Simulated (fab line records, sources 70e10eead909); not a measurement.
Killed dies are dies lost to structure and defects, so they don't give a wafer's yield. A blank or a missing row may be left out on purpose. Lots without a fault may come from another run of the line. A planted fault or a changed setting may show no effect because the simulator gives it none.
fab line records | flow nand_harc
record lots=5 wafers=13 last_day=24
route steps=1159 shown P_M0@272 P_M1@285 END@1159
lots that met no fault: from a run of the same line without faults
start_h: hours from the record's first day to the start of the lot's first wafer shown | wait_h: hours since the lot's step before | " the same as in the row above | L1.1+2: a row that stands for several wafers | - no value, or no start given | * or withheld: withheld | < > ~ a bound
route shown NAME@n: a module of which the file shows steps, and the number in the route of the first | usual: mean/standard deviation of fault-free wafers | same: alike in all rows | chamber/n: place in a boat | sites: the reading at each site | _std_site: their standard deviation | _edge_site: outer sites' mean less inner sites' | radius_mm: how far each site lies from the wafer's centre | mask NAME#n: copy n | behind: the tool/chamber that last shaped the wafer | hold: why the lot was held/for how many hours/how that ended | device: the transistor (n, p or np) that didn't switch | end of line: the same wafers' tests at the end of the route | a step without rows: its recipe alone | killed: dies lost to structure and defects at the first sort, not the wafer's yield | map: a wafer's dies, x killed, . not, _ none there
set.NAME: the setting as run; set.NAME@STEP: as run at that earlier step | model.NAME: the simulator's own value behind a step, which no gauge read
lots at some steps of the route; a table a step, a row a wafer
services: from which hour (start_h, from the record's first day; less than 0 if before it) a tool's chamber was out of use, for how many hours, and why
## steps
# step NHARC_P_M0_DEGAS_28
# recipe temp_c=250 time_s=60
# usual heater_power_w=356/33
# columns lot.wafer tool chamber start_h wait_h heater_power_w
L385.4 pvd_sputter-03 - 175.68 - 393
L392.4 pvd_sputter-02 - 214.92 - 317
L392.3 " - " " 366
L392.2 " - " " 360
L394.4 pvd_sputter-03 - 228.28 - 366
L394.2 " - " " 369
L394.6 " - " " 367
L397.2 pvd_sputter-03 - 242.76 - 393
L397.3 " - " " 318
L397.6 " - " " 391
L399.4 pvd_sputter-03 - 247.10 - 389
L399.6 " - " " 314
L399.5 " - " " 402
# step NHARC_P_M0_PRE_CLEAN_29
# recipe time_s=30 temp_c=280 gas=H2/He
# usual heater_power_w=432/40
# columns lot.wafer tool chamber start_h wait_h heater_power_w
L385.4 pvd_sputter-03 - - - 442
L392.3 pvd_sputter-02 - - - 453
L392.4 " - " " 444
L392.2 " - " " 443
L394.4 pvd_sputter-03 - - - 475
L394.2 " - " " 453
L394.6 " - " " 454
L397.2 pvd_sputter-03 - - - 393
L397.3 " - " " 447
L397.6 " - " " 393
L399.4 pvd_sputter-03 - - - 477
L399.6 " - " " 482
L399.5 " - " " 453
# step NHARC_P_M0_PVD_20
# recipe target_thk_a=50 bias_v=168.6 power_w=15000 chamber_pressure_pa=0.12 time_s=8.06 substrate_temp_c=50 material=TaN
# step NHARC_P_M0_PVD_21
# recipe target_thk_a=300 chamber_pressure_pa=5 power_w=5000 substrate_temp_c=30 time_s=20.49 material=Cu
# step NHARC_P_M0_ECD_22
# recipe target_thk_a=4000 bath_temp_c=25 material=Cu
# step NHARC_P_M0_ANNEAL_30
# recipe temp_c=225 time_s=90
# usual wafer_temp_C_max=226.3/0.31
# columns lot.wafer tool chamber start_h wait_h wafer_temp_C_max
L385.4 rtp_anneal-01 0 176.56 0.3 227.0
L392.2 rtp_anneal-02 0 215.71 - 226.6
L392.3 " 0 " " 226.1
L392.4 " 0 " " 226.2
L394.2 rtp_anneal-02 0 229.08 0.3 226.5
L394.4 " 0 " " 225.6
L394.6 " 0 " " 226.0
L397.2 rtp_anneal-01 0 243.60 0.4 226.3
L397.3 " 0 " " 226.3
L397.6 " 0 " " 226.3
L399.4 rtp_anneal-01 0 248.02 0.3 226.6
L399.5 " 0 " " 225.9
L399.6 " 0 " " 226.2
# step NHARC_P_M0_CMP_23
# recipe t_overpolish_s=20 target_thk_nm=117.53
# usual motor_current_A=11.8/0.75 time_to_endpoint_s=27.8/2.7
# columns lot.wafer tool chamber start_h wait_h motor_current_A time_to_endpoint_s
L385.4 cmp-04 2 176.75 - 11.5 23.9
L392.3 cmp-04 0 216.03 - 11.7 29.8
L392.4 " 1 " " 10.1 31.8
L392.2 " 2 " " 11.5 25.8
L394.4 cmp-04 0 229.43 - 11.0 28.1
L394.2 " 1 " " 11.0 29.9
L394.6 " 2 " " 11.1 26.1
L397.3 cmp-02 0 243.92 - 11.2 24.0
L397.2 " 1 " " 11.0 25.3
L397.6 " 0 " " 11.4 25.6
L399.4 cmp-04 3 248.26 - 12.0 25.0
L399.6 " 1 " " 11.4 29.8
L399.5 " 2 " " 11.2 24.6
# step NHARC_P_M0_THK_MEAS_24
# recipe thk_meas_gauge=xrf
# usual thk_nm=117.2/1.5
# columns lot.wafer tool chamber start_h wait_h thk_nm
L385.4 film_metro-01 - 177.06 - 115.2
L392.2 film_metro-02 - 216.32 - 117.2
L392.3 " - " " 116.8
L392.4 " - " " 115.9
L394.2 film_metro-01 - 229.69 - 118.9
L394.4 " - " " 117.2
L394.6 " - " " 117.5
L397.2 film_metro-02 - 244.21 - 116.1
L397.3 " - " " 115.0
L397.6 " - " " 119.0
L399.4 film_metro-01 - 248.52 - 115.3
L399.5 " - " " 115.8
L399.6 " - " " 117.6
# step NHARC_P_M0_SRD_25
# step NHARC_P_M0_INSPECT_27
# usual raw_defect_count=309/130
# columns lot.wafer tool chamber start_h wait_h raw_defect_count
L385.4 defect_inspect-01 - 177.22 0.0 563
L392.2 defect_inspect-01 - 216.47 0.0 263
L392.3 " - " " 201
L392.4 " - " " 181
L394.2 defect_inspect-02 - 229.85 0.0 269
L394.4 " - " " 256
L394.6 " - " " 197
L397.2 defect_inspect-01 - 244.36 0.0 344
L397.3 " - " " 269
L397.6 " - " " 347
L399.4 defect_inspect-02 - 248.69 0.0 270
L399.5 " - " " 386
L399.6 " - " " 165
# step NHARC_P_M0_PRE_CLEAN_31
# recipe time_s=12 temp_c=370 rf_power_w=300 gas=NH3
# step NHARC_P_M0_DEP_32
# recipe target_thk_a=300 temp_c=370 target_thk_nm=30 pressure_torr=3 flow_sccm=200 rf_w=450 material=SiCN
# usual heater_power_w=559/56
# columns lot.wafer tool chamber start_h wait_h heater_power_w
L385.4 pecvd-01 0 177.58 0.2 676
L392.2 pecvd-03 0 216.72 0.1 506
L392.3 " 2 " " 461
L392.4 " 0 " " 492
L394.2 pecvd-03 2 230.04 0.1 475
L394.4 " 1 " " 599
L394.6 " 2 " " 484
L397.2 pecvd-02 1 244.67 0.1 530
L397.3 " 2 " " 491
L397.6 " 1 " " 537
L399.6 pecvd-02 0 249.36 0.2 547
L399.4 " 1 " " 523
L399.5 " 2 " " 477
# step NHARC_P_M1_DEP_00
# recipe target_thk_a=1825 target_thk_nm=182.5 temp_c=withheld pressure_torr=5 flow_sccm=200 rf_w=600 material=SiOC
# step NHARC_P_M1_DEHYDRATE_01
# recipe temp_c=150 time_s=120
# step NHARC_P_M1_HMDS_02
# recipe time_s=30
# step NHARC_P_M1_COAT_34
# recipe temp_c=200 time_s=65
# step NHARC_P_M1_COAT_03
# recipe spin_rpm=1500 resist_thk_nm=90
# step NHARC_P_M1_SOFTBAKE_04
# recipe temp_c=105 time_s=55
# step NHARC_P_M1_EBR_05
# step NHARC_P_M1_EXPOSE_06
# recipe na=1.35 target_cd_nm=130 dose_mj=81.88 mask_id=P_M1
# step NHARC_P_M1_PEB_07
# recipe peb_temp_c=100 peb_time_s=65
# step NHARC_P_M1_DEVELOP_08
# recipe develop_time_s=35 dev_temp_c=23
# step NHARC_P_M1_CD_MEAS_09
# recipe target_cd_nm=130 landing_energy_ev=500
# usual cd_nm=129.8/0.72
# columns lot.wafer tool chamber start_h wait_h cd_nm
L385.4 cd_sem-02 0 178.61 - 130.1
L392.2 cd_sem-02 0 218.04 - 130.4
L392.3 " 0 " " 130.2
L392.4 " 0 " " 129.9
L394.2 cd_sem-03 0 231.12 - 130.6
L394.4 " 0 " " 129.4
L394.6 " 0 " " 130.9
L397.2 cd_sem-03 0 245.92 - 129.4
L397.3 " 0 " " 128.9
L397.6 " 0 " " 130.1
L399.4 cd_sem-02 0 250.36 - 129.6
L399.5 " 0 " " 129.2
L399.6 " 0 " " 128.8
# step NHARC_P_M1_OVL_MEAS_10
# recipe pitch_nm=260
# usual overlay_x_nm=0.0/0.84 overlay_y_nm=0.2/0.81
# columns lot.wafer tool chamber start_h wait_h overlay_x_nm overlay_y_nm
L385.4 overlay-02 - 178.70 - -0.7 1.2
L392.2 overlay-01 - 218.12 - 0.7 1.2
L392.3 " - " " 0.3 1.2
L392.4 " - " " 0.1 1.3
L394.2 overlay-02 - 231.20 - 0.6 0.8
L394.4 " - " " 0.0 0.8
L394.6 " - " " 0.8 0.9
L397.2 overlay-02 - 246.00 - 0.3 -0.2
L397.3 " - " " 0.1 0.0
L397.6 " - " " 0.5 0.0
L399.4 overlay-02 - 250.44 - 0.3 0.9
L399.5 " - " " 1.1 0.3
L399.6 " - " " 0.7 0.4
# step NHARC_P_M1_INSPECT_11
# usual raw_defect_count=4.0/2.2
# columns lot.wafer tool chamber start_h wait_h hold raw_defect_count
L385.4 defect_inspect-01 - 178.73 0.0 await_dispo/0.2h/release 405
L385.4 defect_inspect-01 - 178.90 0.2 - 394
L392.2 defect_inspect-02 - 218.16 0.0 - 7
L392.3 " - " " - 3
L392.4 " - " " - 3
L394.2 defect_inspect-02 - 231.24 0.0 - 9
L394.4 " - " " - 9
L394.6 " - " " - 8
L397.2 defect_inspect-01 - 246.06 0.1 - 4
L397.3 " - " " - 3
L397.6 " - " " - 3
L399.4 defect_inspect-01 - 250.47 0.0 - 6
L399.5 " - " " - 1
L399.6 " - " " - 2
# step NHARC_P_M1_DESCUM_14
# recipe time_s=3 o2_flow_sccm=200 ar_flow_sccm=0 bias_power_w=0 chemistry=O2
# usual drypump_motor_current_A=5.8/0.5 oes_product_au=0.998/0.01 rf_vpp_V=57.7/0.86 showerhead_plenum_p_Torr=1.87/0.073 throttle_valve_pct=11.311/0.0087
# columns lot.wafer tool chamber start_h wait_h hold drypump_motor_current_A oes_product_au rf_hours_counter_h rf_vpp_V showerhead_plenum_p_Torr throttle_valve_pct
L385.4 rie_diel-07 1 186.33 7.4 await_dispo/7.3h/release 6.6 1.002 - 58.4 1.83 11.295
L392.3 rie_diel-07 0 218.22 0.1 - 5.5 0.997 3.3 58.1 1.79 11.321
L392.2 " 1 " " - 6.6 1.001 3.7 57.6 1.83 11.302
L392.4 " 2 " " - 5.7 0.974 3.8 57.7 2.00 11.318
L394.2 rie_diel-12 1 231.34 0.1 - 6.0 0.992 3.1 56.9 1.79 11.323
L394.4 " 0 " " - 6.1 1.004 2.3 58.2 1.85 11.312
L394.6 " 1 " " - 6.0 1.007 - 57.3 1.79 11.293
L397.3 rie_diel-07 1 246.13 0.1 - 6.5 1.000 0.1 57.8 1.83 11.311
L397.2 " 3 " " - 5.9 0.997 0.2 56.8 1.81 11.306
L397.6 " 1 " " - 6.5 1.006 - 59.4 1.83 11.308
L399.4 rie_diel-12 3 250.55 0.1 - 5.2 0.998 3.9 58.7 1.91 11.283
L399.6 " 1 " " - 6.0 1.004 - 58.0 1.79 11.326
L399.5 " 2 " " - 5.2 1.004 - 57.3 1.78 11.309
# step NHARC_END_SORT_01
# recipe temp_c=25
# usual defect_limited_yield=95.5/1.3 killed_at_array=27/8.8 killed_at_other=0.4/0.82 killed_at_periphery=3.1/2.1 killed_dies=31/8.8 killed_open=3.3/2 killed_short=2.0/1.4 sort_bin_2_pct=1.3/0.56 sort_bin_3_pct=0.25/0.21 sort_bin_4_pct=2.9/0.89 sort_n_pass=646/8.8 sort_rim_yield_pct=95.8/2.7 sort_yield_pct=95.5/1.3
# same gross_dies=677 sort_bin_5_pct[%]=0 sort_bin_6_pct[%]=0 sort_bin_7_pct[%]=0 sort_bin_8_pct[%]=0 sort_rim_n_gross=106.00
# columns lot.wafer tool chamber start_h wait_h defect_limited_yield[%] killed_at_array killed_at_other killed_at_periphery killed_dies killed_open killed_short sort_bin_2_pct[%] sort_bin_3_pct[%] sort_bin_4_pct[%] sort_n_pass sort_rim_yield_pct[%] sort_yield_pct[%]
L385.4 prober-01 0 526.17 3.4 85.5 20 1 77 98 5 1 7.5 2.51 4.4 579 96.2 85.5
# killed by level:class
L385.4 P_M0:unspecified=76 A_STAIRCASE:chamber_film_flake=4 A_CHANNEL_HOLE_D1:chamber_film_flake=4 A_M0:geometric_particle:open=3 A_CONTACT:chamber_film_flake=3 A_WL_FILL:chamber_film_flake=2 P_M0:geometric_particle:open=1 A_ONON_D1:geometric_particle:short=1
# map L385.4 (x killed, . not)
____________.____________
_________......._________
_______..........._______
______.............______
_____........x......_____
____.................____
____.........x..x....____
___.x.................___
___...................___
__....x...............x__
__........x........xxxx__
_.......x.............xx_
_....xxxx..x............_
_....xxxxxx............._
_..x.xxxxxxxx..........._
_....xxxxxx............._
.....xxxxxxxx............
....xxxxxxxxx............
..x..xxxxxxx..........x..
....x.xxxxx.x............
.....xxxxxx..x...........
_....xxxxxx............._
_......xx.x.x...x......._
_.......x.x............._
_..............x........_
_......................._
__.............x.......__
__....x................__
___...................___
___...................___
____.................____
____.....x...........____
_____......x........_____
______.............______
_______..........._______
_________......._________
____________.____________
# map L397.3 (x killed, . not)
____________.____________
_________......._________
_______..........._______
______.............______
_____..............._____
____..............x..____
____.................____
___..........x.x.x....___
___.........x...x.....___
__.....x.....xxxx.....x__
__..............x......__
_.............xxxx......_
_............xxxxxx....._
_....x.....x....x......._
_..............xx......._
_..............x........_
.........x...............
......................x..
.........................
.........................
.......x.................
_......................._
_......................._
_......................x_
_......................._
_..............x........_
__.....................__
__.........x....x......__
___...................___
___...x.......x.......___
____.................____
____.....x...........____
_____............x.._____
______...........x.______
_______..........._______
_________......._________
____________.____________
## services
# columns tool chamber start_h hours kind
pecvd-02 - 153.24 13.0 pm
cmp-02 - 156.95 1.9 repair
rie_diel-07 0 158.20 - clean
cmp-02 - 163.55 1.6 repair
pecvd-01 - 164.88 0.4 repair
pecvd-02 - 170.52 0.4 repair
rie_diel-07 2 173.27 8.1 repair
pvd_sputter-02 - 188.30 6.9 repair
rie_diel-12 - 202.56 9.0 pm
cmp-04 - 203.25 4.0 pm
pecvd-02 0 207.03 5.3 repair
cmp-04 - 207.25 - consumable_replace:conditioner
cmp-04 - 207.25 - consumable_replace:pad
pecvd-02 - 211.36 0.4 repair
pvd_sputter-02 - 215.37 10.0 pm
pecvd-01 - 215.71 0.7 repair
pecvd-01 - 218.99 0.6 repair
pecvd-01 0 224.78 8.1 repair
cmp-02 - 226.54 4.0 pm
rie_diel-07 - 228.20 9.0 pm
pecvd-02 - 235.98 0.8 repair
cmp-04 - 237.38 0.3 repair
pecvd-01 - 237.46 13.0 pm
rie_diel-12 3 241.92 3.9 repair
## key
first_sign step=NHARC_P_M1_INSPECT_11 reading=visit direction=added
effect step=NHARC_P_M1_INSPECT_11 reading=raw_defect_count direction=up sigmas=99+ usual=4.0 struck=405
effect step=NHARC_END_SORT_01 reading=killed_at_periphery direction=up sigmas=35 usual=3.1 struck=77
more_kills_born_at NHARC_P_M0_DEP_32@pecvd-01=76
met_at NHARC_P_M0_DEP_32
struck_wafers L385.4
fault kind=chamber_particle_source tool=pecvd-01 chamber=0 onset_h=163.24 steps=NHARC_P_M0_DEP_32 rate_per_visit_cm2=0.60527 end_h=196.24
